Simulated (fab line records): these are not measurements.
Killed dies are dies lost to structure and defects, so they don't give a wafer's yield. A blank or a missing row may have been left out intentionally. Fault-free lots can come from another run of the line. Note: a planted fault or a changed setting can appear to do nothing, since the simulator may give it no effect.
The tool behind it: which one? / flow n5 finfet / Sampling: 12 lots, 36 wafers, 6 of 1938 route steps

== WHAT THE GAUGES SHOWED, per wafer ==
N5_BEOL_M10_THK_MEAS_53: measures by xrf.
lot=L075; measured=day 10 12:47; on=film metro-01; M10_THK (nm)=137.1 138.2 136.3
lot=L077; measured=day 10 19:36; on=film metro-02; M10_THK (nm)=139.9 135.0 139.5
lot=L079; measured=day 11 17:50; on=film metro-02; M10_THK (nm)=141.4 139.6 139.6
lot=L082; measured=day 12 03:05; on=film metro-02; M10_THK (nm)=140.6 142.5 140.0
lot=L084; measured=day 12 12:05; on=film metro-01; M10_THK (nm)=138.0 136.0 138.8
lot=L085; measured=day 12 20:07; on=film metro-01; M10_THK (nm)=136.3 138.2 138.6
lot=L087; measured=day 14 02:26; on=film metro-01; M10_THK (nm)=139.2 139.7 139.6
lot=L088; measured=day 14 02:46; on=film metro-01; M10_THK (nm)=135.3 136.0 136.8
lot=L091; measured=day 14 12:38; on=film metro-01; M10_THK (nm)=134.9 136.3 132.0
lot=L094; measured=day 15 08:41; on=film metro-01; M10_THK (nm)=138.3 138.5 133.7
lot=L096; measured=day 16 05:54; on=film metro-02; M10_THK (nm)=142.8 141.4 143.3
lot=L097; measured=day 16 14:13; on=film metro-01; M10_THK (nm)=138.3 137.3 138.0

== WHAT TOOL EACH LOT RAN ON (gives the tool, then ch and the chambers of the sampled wafers, and finally the start) ==
lot=L075; N5_BEOL_M10_CURE_71=uv cure-02 ch 0, day 10 02:50; N5_BEOL_M10_STRIP_19=rie diel-04 ch 0,2,3, day 10 06:23; N5_BEOL_M10_DESCUM_33=rie diel-03 ch 0,2,3, day 10 07:54; N5_BEOL_M10_ANNEAL_51=rtp anneal-02 ch 0, day 10 12:11; N5_BEOL_M10_CMP_52=cmp-04 ch 0,1,3, day 10 12:29
lot=L077; N5_BEOL_M10_CURE_71=uv cure-01 ch 2, day 10 11:19; N5_BEOL_M10_STRIP_19=rie diel-06 ch 1,2, day 10 13:52; N5_BEOL_M10_DESCUM_33=rie diel-06 ch 0,1,2, day 10 14:41; N5_BEOL_M10_ANNEAL_51=rtp anneal-02 ch 0, day 10 19:01; N5_BEOL_M10_CMP_52=cmp-03 ch 1,2,3, day 10 19:20
lot=L079; N5_BEOL_M10_CURE_71=uv cure-01 ch 0, day 11 10:22; N5_BEOL_M10_STRIP_19=rie diel-06 ch 1,2, day 11 12:55; N5_BEOL_M10_DESCUM_33=rie diel-03 ch 0,2, day 11 13:22; N5_BEOL_M10_ANNEAL_51=rtp anneal-02 ch 0, day 11 17:18; N5_BEOL_M10_CMP_52=cmp-04 ch 0,2, day 11 17:33
lot=L082; N5_BEOL_M10_CURE_71=uv cure-02 ch 1, day 11 19:23; N5_BEOL_M10_STRIP_19=rie diel-04 ch 0,1, day 11 22:35; N5_BEOL_M10_DESCUM_33=rie diel-04 ch 1,2, day 11 23:12; N5_BEOL_M10_ANNEAL_51=rtp anneal-01 ch 0, day 12 02:32; N5_BEOL_M10_CMP_52=cmp-03 ch 1,2,3, day 12 02:47
lot=L084; N5_BEOL_M10_CURE_71=uv cure-03 ch 2, day 12 03:53; N5_BEOL_M10_STRIP_19=rie diel-03 ch 0,1,3, day 12 06:46; N5_BEOL_M10_DESCUM_33=rie diel-03 ch 1,2,3, day 12 07:33; N5_BEOL_M10_ANNEAL_51=rtp anneal-01 ch 0, day 12 11:28; N5_BEOL_M10_CMP_52=cmp-01 ch 1,2, day 12 11:46
lot=L085; N5_BEOL_M10_CURE_71=uv cure-03 ch 1, day 12 14:37; N5_BEOL_M10_STRIP_19=rie diel-06 ch 0,2, day 12 16:30; N5_BEOL_M10_DESCUM_33=rie diel-06 ch 0,1,2, day 12 17:42; N5_BEOL_M10_ANNEAL_51=rtp anneal-01 ch 0, day 12 19:34; N5_BEOL_M10_CMP_52=cmp-03 ch 0,2, day 12 19:51
lot=L087; N5_BEOL_M10_CURE_71=uv cure-02 ch 2, day 13 14:38; N5_BEOL_M10_STRIP_19=rie diel-03 ch 2,3, day 13 18:26; N5_BEOL_M10_DESCUM_33=rie diel-04 ch 1,3, day 13 22:32; N5_BEOL_M10_ANNEAL_51=rtp anneal-01 ch 0, day 14 01:53; N5_BEOL_M10_CMP_52=cmp-03 ch 0,2,3, day 14 02:11
lot=L088; N5_BEOL_M10_CURE_71=uv cure-03 ch 0, day 13 15:20; N5_BEOL_M10_STRIP_19=rie diel-06 ch 2,3, day 13 18:16; N5_BEOL_M10_DESCUM_33=rie diel-03 ch 0,2, day 13 21:55; N5_BEOL_M10_ANNEAL_51=rtp anneal-02 ch 0, day 14 02:11; N5_BEOL_M10_CMP_52=cmp-03 ch 0,1,2, day 14 02:31
lot=L091; N5_BEOL_M10_CURE_71=uv cure-03 ch 1, day 14 01:35; N5_BEOL_M10_STRIP_19=rie diel-04 ch 0,3, day 14 05:07; N5_BEOL_M10_DESCUM_33=rie diel-03 ch 0,2,3, day 14 09:44; N5_BEOL_M10_ANNEAL_51=rtp anneal-01 ch 0, day 14 12:03; N5_BEOL_M10_CMP_52=cmp-04 ch 1,2, day 14 12:21
lot=L094; N5_BEOL_M10_CURE_71=uv cure-03 ch 0, day 15 00:12; N5_BEOL_M10_STRIP_19=rie diel-03 ch 0,1,2, day 15 02:31; N5_BEOL_M10_DESCUM_33=rie diel-06 ch 2,3, day 15 05:00; N5_BEOL_M10_ANNEAL_51=rtp anneal-01 ch 0, day 15 08:05; N5_BEOL_M10_CMP_52=cmp-03 ch 0,1,2, day 15 08:24
lot=L096; N5_BEOL_M10_CURE_71=uv cure-02 ch 1, day 15 22:49; N5_BEOL_M10_STRIP_19=rie diel-04 ch 0,1,2, day 16 01:41; N5_BEOL_M10_DESCUM_33=rie diel-03 ch 0,1,3, day 16 03:10; N5_BEOL_M10_ANNEAL_51=rtp anneal-02 ch 0, day 16 05:19; N5_BEOL_M10_CMP_52=cmp-03 ch 0,1,2, day 16 05:36
lot=L097; N5_BEOL_M10_CURE_71=uv cure-03 ch 0, day 16 06:10; N5_BEOL_M10_STRIP_19=rie diel-06 ch 0,2,3, day 16 09:25; N5_BEOL_M10_DESCUM_33=rie diel-03 ch 1,2, day 16 10:04; N5_BEOL_M10_ANNEAL_51=rtp anneal-01 ch 0, day 16 13:40; N5_BEOL_M10_CMP_52=cmp-01 ch 0,1,3, day 16 13:55
- N5_BEOL_M10_CURE_71: cures SiCOH lowk, time 240 s.
- N5_BEOL_M10_STRIP_19: strips in O2.
- N5_BEOL_M10_DESCUM_33: chemistry O2, time 7.9 s.
- N5_BEOL_M10_ANNEAL_51: time 90 s.
- N5_BEOL_M10_CMP_52: polishes, stops on SiCOH lowk, t overpolish 7 s, target thk 140 nm.

== THE ANSWER, worked out from the rows above alone ==
Rule: usual is defined by the lots themselves. The widest of any qualifying gaps counts: lots, ordered by their means at a reading, are off when they make up no more than a third of the lots, leave a main group of 4 or more, and stand apart from it by 3 or more times the standard deviation of that group's means. If all means in a main group match to the digits the tables above print for the reading, that group is not used. A lot without any number at a reading at which 4 lots or more have one is off too. Any other lot the step has rows for is counted as sound.
None of the lots is off at any reading shown; this tells nothing.

== WHAT WAS PUT IN BY THE SIMULATOR ==
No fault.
